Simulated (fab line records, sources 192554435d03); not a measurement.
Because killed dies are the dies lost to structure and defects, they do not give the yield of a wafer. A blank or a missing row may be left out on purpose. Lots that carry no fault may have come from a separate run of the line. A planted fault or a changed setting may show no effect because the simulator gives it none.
Matching of chambers + flow n5Finfet + 3 sister chambers for N5_ZERO_LAYER_PECVD_02 on pecvd-02
The step deposits SiO2 from SiH4/N2O, target thk 10 nm, time 6 s. 16 wafers are shown with their chamber, then 8 later ones without.

== WAFERS PAIRED WITH THEIR CHAMBERS ==
| wafer  | chamber | showerheadPlenumPTorr (Torr) | heaterPowerW (W) |
|--------|---------|------------------------------|------------------|
| L074.1 | 2       | 8.12                         | 935              |
| L074.2 | 0       | 8.18                         | 830              |
| L074.3 | 0       | 8.14                         | 802              |
| L075.3 | 0       | 8.15                         | 859              |
| L075.4 | 2       | 8.11                         | 846              |
| L075.6 | 1       | 8.32                         | 770              |
| L077.3 | 2       | 8.08                         | 964              |
| L077.4 | 0       | 8.16                         | 838              |
| L077.6 | 2       | 8.11                         | 966              |
| L079.3 | 2       | 8.11                         | 956              |
| L079.4 | 0       | 8.15                         | 779              |
| L079.6 | 1       | 8.33                         | 746              |
| L081.1 | 2       | 8.12                         | 921              |
| L081.2 | 0       | 8.17                         | 763              |
| L081.5 | 1       | 8.32                         | 746              |
| L083.1 | 2       | 8.09                         | 936              |

SIGNATURES (averages over the wafers above)
| reading               | chamber 0 | chamber 1 | chamber 2 | scatter within a chamber |
|-----------------------|-----------|-----------|-----------|--------------------------|
| showerheadPlenumPTorr | 8.1583    | 8.3233    | 8.1057    | 0.0139                   |
| heaterPowerW          | 811.83    | 754.00    | 932.00    | 36.7                     |
Rule: distance of a wafer from a chamber = root of the sum over the readings of ((wafer's reading minus chamber's mean) / reading's scatter) squared. If the next closest chamber is less than 2 further off than the closest, the wafer can't be placed; otherwise it belongs to the closest. The scatter: the root of (the sum of the squares of (reading less its chamber's mean) over the shown wafers, divided by (wafers less chambers)).

== WAFERS WITH NO CHAMBER GIVEN ==
| wafer  | showerheadPlenumPTorr (Torr) | heaterPowerW (W) |
|--------|------------------------------|------------------|
| L083.2 | 8.35                         | 657              |
| L083.5 | 8.10                         | 899              |
| L087.1 | 8.32                         | 756              |
| L087.2 | 8.17                         | 875              |
| L087.6 | 8.16                         | 858              |
| L094.4 | 8.08                         | 956              |
| L094.5 | 8.33                         | 763              |
| L094.6 | 8.18                         | 765              |

== EACH ONE'S CHAMBER ==
| wafer  | from the rows above | in truth |
|--------|---------------------|----------|
| L083.2 | 1                   | 1        |
| L083.5 | 2                   | 2        |
| L087.1 | 1                   | 1        |
| L087.2 | 0                   | 0        |
| L087.6 | 0                   | 0        |
| L094.4 | 2                   | 2        |
| L094.5 | 1                   | 1        |
| L094.6 | 0                   | 0        |
Correctly placed: 8 of 8. Left unplaced by these rows: 0. Wrongly placed: 0.
